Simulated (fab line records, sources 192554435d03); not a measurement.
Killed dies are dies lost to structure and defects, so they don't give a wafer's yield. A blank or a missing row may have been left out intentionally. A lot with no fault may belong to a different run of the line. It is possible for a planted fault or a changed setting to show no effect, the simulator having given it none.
Chamber matching | flow n5 finfet | uv cure-02 running N5_BEOL_M8_CURE_74: 3 sister chambers
The step cures SiCOH lowk, time 240 s. 3 wafers are shown with their chamber, then 10 later ones without.

== WAFERS PAIRED WITH THEIR CHAMBERS ==
wafer  | chamber | wafer_temp_C_max
L076.6 | 2       | 385.7
L087.5 | 1       | 386.1
L091.3 | 0       | 386.2

== WAFERS MISSING THEIR CHAMBER ==
wafer  | wafer_temp_C_max
L091.6 | 386.1
L092.1 | 386.0
L092.4 | 386.2
L092.6 | 386.5
L095.1 | 386.0
L095.2 | 386.5
L095.5 | 386.6
L097.1 | 386.2
L097.3 | 386.3
L097.5 | 386.1

== WHICH CHAMBER EACH WENT THROUGH ==
wafer  | from the rows above          | in truth
L091.6 | can't be placed: 1 or 0      | 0
L092.1 | can't be placed: 1 or 0 or 2 | 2
L092.4 | can't be placed: 0 or 1      | 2
L092.6 | can't be placed: 0 or 1      | 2
L095.1 | can't be placed: 1 or 0 or 2 | 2
L095.2 | can't be placed: 0 or 1      | 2
L095.5 | can't be placed: 0 or 1      | 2
L097.1 | can't be placed: 0 or 1      | 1
L097.3 | can't be placed: 0 or 1      | 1
L097.5 | can't be placed: 1 or 0      | 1
0 of 10 placed correctly. Cannot be placed on the basis of these rows: 10; the candidates contain the true chamber in 6. 0 placed wrongly.
How it was worked out, from the rows above alone: a wafer's distance from a chamber is the root of the sum, over the readings, of the square of ((its reading less the chamber's mean) divided by the reading's scatter). The wafer belongs to the nearest chamber; if the next one is less than 2 further off, it can't be placed. For every chamber, the mean is computed from those of its wafers that are shown. The scatter: root of mean squared gap, hidden wafer to nearest shown wafer, with one shown wafer a chamber.
